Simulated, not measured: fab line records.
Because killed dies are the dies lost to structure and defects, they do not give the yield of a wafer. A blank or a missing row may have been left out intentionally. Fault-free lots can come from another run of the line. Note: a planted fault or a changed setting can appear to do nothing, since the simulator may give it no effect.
The same fault as seen by 3 desks ; flow n5-finfet ; every desk sees just its own numbers, and what lay behind them comes last

== THE DEFECT DESK ==
Per lot, the means of the sampled wafers with a number show what the inspections along the route counted. If a lot's mean is further than 4 standard deviations from the usual mean, the lot is out of limits and carries the mark OUT (the distance appears in the brackets).
Columns: A = raw-defect-count at N5_BEOL_M2_INSPECT_13, usual 446
lot;first seen here;A
L272;day 7 18:11;389
L276;day 8 15:30;357
L277;day 9 07:35;408
L288;day 11 08:56;418
L289;day 11 12:08;318
L291;day 11 20:55;528
This desk's verdict: no lot among the 6 shows anything out of limits.

== FOR THE TOOL OWNER'S DESK: rie-metal-01 ==
The tool's own readings at N5_BEOL_M2_HM_OPEN_17 (chemistry Cl2/BCl3, target TiN, target depth 20 nm, overetch 6 nm): means of the sampled wafers that have a number, for each lot that ran on this tool. If a lot's mean is further than 4 standard deviations from the usual mean, the lot is out of limits and carries the mark OUT (the distance appears in the brackets).
Columns: A = drypump-motor-current-A at N5_BEOL_M2_HM_OPEN_17, usual 5.58 A; B = oes-product-au at N5_BEOL_M2_HM_OPEN_17, usual 0.69 a.u.; C = throttle-valve-pct at N5_BEOL_M2_HM_OPEN_17, usual 22.2 %
lot;first seen here;A;B;C
L272;day 7 18:28;5.45;0.65;22.3
L276;day 8 15:59;5.56;0.75;22.0
L277;day 9 07:57;5.45;0.67;22.2
This desk's verdict: no lot among the 3 shows anything out of limits.

== THE METROLOGY DESK ==
What the gauges read for every lot (on any tool): the sampled wafers with a number, averaged. If a lot's mean is further than 4 standard deviations from the usual mean, the lot is out of limits and carries the mark OUT (the distance appears in the brackets). Of its 12 readings 7 are shown: those that lie furthest out on some lot.
Columns: A = cd-nm at N5_BEOL_M2_CD_MEAS_11, usual 16.84 nm; B = IOFF_N at N5_BEOL_M4_RC_MEAS_101, usual 0.159 nA/um; C = IOFF_P at N5_BEOL_M4_RC_MEAS_101, usual 0.21 nA/um; D = ION_N at N5_BEOL_M4_RC_MEAS_101, usual 670 uA/um; E = ION_P at N5_BEOL_M4_RC_MEAS_101, usual 459 uA/um; F = VT_N at N5_BEOL_M4_RC_MEAS_101, usual 250 mV; G = VT_P at N5_BEOL_M4_RC_MEAS_101, usual -250 mV
lot;first seen here;A;B;C;D;E;F;G
L272;day 7 18:05;16.77;0.226;0.27;694;469;243;-244
L276;day 8 15:25;16.52;0.125;0.15;652;440;256;-257
L277;day 9 07:29;16.90;0.154;0.18;665;450;250;-254
L288;day 11 08:51;16.70;0.152;0.22;671;462;250;-249
L289;day 11 12:03;16.75;0.160;0.19;672;458;249;-252
L291;day 11 20:49;16.59;0.133;0.20;658;458;254;-250
This desk's verdict: no lot among the 6 shows anything out of limits.

== TAKEN TOGETHER ==
Nothing out of limits was seen by the defect desk.
The tool owner's desk saw nothing out of limits.
Metrology desk: nothing out of limits seen.

== WHAT WAS PUT IN BY THE SIMULATOR ==
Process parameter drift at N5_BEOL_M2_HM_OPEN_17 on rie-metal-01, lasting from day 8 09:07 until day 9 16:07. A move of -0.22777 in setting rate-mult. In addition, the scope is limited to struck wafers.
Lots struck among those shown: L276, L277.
